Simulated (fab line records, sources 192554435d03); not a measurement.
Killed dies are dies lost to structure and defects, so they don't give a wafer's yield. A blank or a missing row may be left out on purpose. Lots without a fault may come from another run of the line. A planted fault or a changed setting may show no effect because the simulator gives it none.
A struck lot beside a sound one | flow n5_finfet | 16 steps out of a route of 1938
Sound: wafers L352.1, L352.3, L352.5. Struck: wafer L368.2. (L368.1, L368.4 of the same lot were not struck and are left out.) The cause comes at the end.
At each step with rows: each side's tool, then ch and its chambers, then its first start. Under that, the readings that differ: sound wafers | struck wafers | difference of the means | sigmas: that difference in standard deviations of wafers without a fault.
alike: readings whose means differ by less than 2 such deviations, and words and numbers that are the same on both sides. not compared: withheld readings, readings that some wafer has no value for, bounds like >300 that may hide the same value, and numbers for which the record gives no deviation and whose values overlap.
The two part at a step that has a row with sigmas, a row that says differs or no value, or rows on one side only. Numbers that don't overlap but have no deviation are shown without sigmas and don't part them. A reading that every wafer of one side lacks parts them only if that side has two wafers or more.

N5_FIN_CUT_OVL_MEAS_09:
  sound on overlay-02 ch 0, day 2 08:10; struck on overlay-02 ch 0, day 6 08:46
  reading          | sound        | struck | difference | sigmas
  FIN_CUT_OVL (nm) | 0.7 -1.2 0.0 | -1.6   | -1.4       | -2
N5_FIN_CUT_INSPECT_10: inspects for defects (brightfield).
  sound on defect_inspect-02, day 2 08:14; struck on defect_inspect-02, day 6 08:49
  alike: raw_defect_count
N5_FIN_CUT_DESCUM_13: chemistry O2, time 7 s.
  sound on rie_diel-05 ch 0,1,3, day 2 08:16; struck on rie_diel-03 ch 3, day 6 08:51
  reading                     | sound       | struck | difference | sigmas
  drypump_motor_current_A (A) | 6.5 5.6 6.1 | 5.1    | -1.0       | -2
  alike: oes_product_au, rf_vpp_V, showerhead_plenum_p_Torr, throttle_valve_pct
  not compared: rf_hours_counter_h
N5_FIN_CUT_ETCH_30: etches underlayer in N2/H2, target depth 13 nm, time 10.4 s.
  sound on rie_diel-05 ch 0,1,3, day 2 08:18; struck on rie_diel-03 ch 3, day 6 08:53
  reading                     | sound             | struck | difference | sigmas
  bias_w (W)                  | 150.1 150.2 150.3 | 149.2  | -1.0       | -2
  drypump_motor_current_A (A) | 6.5 5.6 6.1       | 5.1    | -1.0       | -2
  alike: etch_rf_on_time_s, oes_product_au, rf_vpp_V, showerhead_plenum_p_Torr, throttle_valve_pct
  not compared: rf_hours_counter_h
N5_FIN_CUT_ETCH_20: etches SiARC in CF4, target depth 26 nm, time 43.3 s.
  sound on rie_diel-05 ch 0,1,3, day 2 08:19; struck on rie_diel-03 ch 3, day 6 08:55
  reading                     | sound          | struck | difference | sigmas
  cf4_flow_sccm (sccm)        | 99.6 99.8 99.6 | 100.5  | +0.8       | +3
  drypump_motor_current_A (A) | 6.5 5.6 6.1    | 5.1    | -1.0       | -2
  alike: bias_w, etch_rf_on_time_s, mfc_ar_sccm, oes_product_au, rf_vpp_V, showerhead_plenum_p_Torr, throttle_valve_pct
  not compared: rf_hours_counter_h
then, 4 steps without rows for these wafers: N5_FIN_CUT_ETCH_21 (etches SOC in N2/H2, target depth 219 nm, overetch 43.8 nm, time 523.5 s); N5_FIN_CUT_STRIP_23 (strips in N2/H2); N5_FIN_CUT_STRIP_31 (strips in N2/H2); N5_FIN_CUT_STRIP_24 (strips in CF4).
N5_FIN_CUT_CUT_ETCH_26: etches SiNx in CH3F/O2, target depth 39 nm, time 55.7 s.
  sound on rie_diel-05 ch 0,1,3, day 2 08:42; struck on rie_diel-03 ch 3, day 6 09:17
  reading                     | sound             | struck | difference | sigmas
  drypump_motor_current_A (A) | 6.5 5.6 6.1       | 5.1    | -1.0       | -2
  mfc_ar_sccm (sccm)          | 150.3 150.1 149.9 | 149.1  | -1.0       | -2
  alike: bias_w, oes_product_au, rf_vpp_V, showerhead_plenum_p_Torr, throttle_valve_pct
  not compared: rf_hours_counter_h
then, 2 steps without rows for these wafers: N5_FIN_CUT_CUT_ETCH_27 (etches SiO2 in CHF3/O2, target depth 4 nm, overetch 2 nm, time 4.9 s); N5_FIN_CUT_PRECLEAN_35 (cleans in vHF, time 13.3 s).
N5_FIN_CUT_CUT_ETCH_15: etches Si in HBr/Cl2/O2, target depth 100 nm, bt time 10 s, time 42.4 s.
  sound on rie_si-04 ch 0,2,3, day 2 08:54; struck on rie_si-04 ch 3, day 6 09:29
  alike: drypump_motor_current_A, oes_product_au, throttle_valve_pct
  not compared: bias_w, rf_hours_counter_h
N5_FIN_CUT_CUT_ETCH_28: etches Si in HBr/Cl2/O2, target depth 6 nm, time 2.4 s.
  sound on rie_si-04 ch 0,2,3, day 2 08:57; struck on rie_si-04 ch 3, day 6 09:32
  alike: drypump_motor_current_A, oes_product_au, throttle_valve_pct
  not compared: bias_w, rf_hours_counter_h
-- the record jumps here: 6 days lie between the struck wafers' starts before and after (it left off in module FIN_CUT and takes up again in module BEOL_M4, whose first step shown is number 1111 of the route) --
N5_BEOL_M4_RC_MEAS_101:
  sound on prober-02 ch 0, day 8 20:25; struck on prober-02 ch 0, day 12 18:40
  alike: DIBL_N, DIBL_P, IOFF_N, IOFF_P, ION_N, ION_P, SS_N, SS_P, VT_N, VT_P
-- the record jumps here: 5 days lie between the struck wafers' starts before and after (it left off in module BEOL_M4 and takes up again in module PASSIVATION, whose first step shown is number 1936 of the route) --
N5_PASSIVATION_PROBE_49:
  sound on prober-01, day 13 04:36; struck on prober-01, day 17 14:13
  alike: defect_limited_yield, killed_at_M0_to_M3, killed_at_M4_up, killed_at_contacts, killed_at_front_end, killed_at_other, killed_dies, killed_open, killed_short, sort_bin_4_leakage, sort_bin_5_function, sort_bin_6_memory, sort_n_pass, sort_yield_pct

WHERE THEY PART
First at N5_FIN_CUT_OVL_MEAS_09; last, within this record, at N5_FIN_CUT_CUT_ETCH_26. Later steps at which nothing parts them and some readings are alike: N5_FIN_CUT_CUT_ETCH_15, N5_FIN_CUT_CUT_ETCH_28, N5_BEOL_M4_RC_MEAS_101, N5_PASSIVATION_PROBE_49.

WHY: what the simulator had put in
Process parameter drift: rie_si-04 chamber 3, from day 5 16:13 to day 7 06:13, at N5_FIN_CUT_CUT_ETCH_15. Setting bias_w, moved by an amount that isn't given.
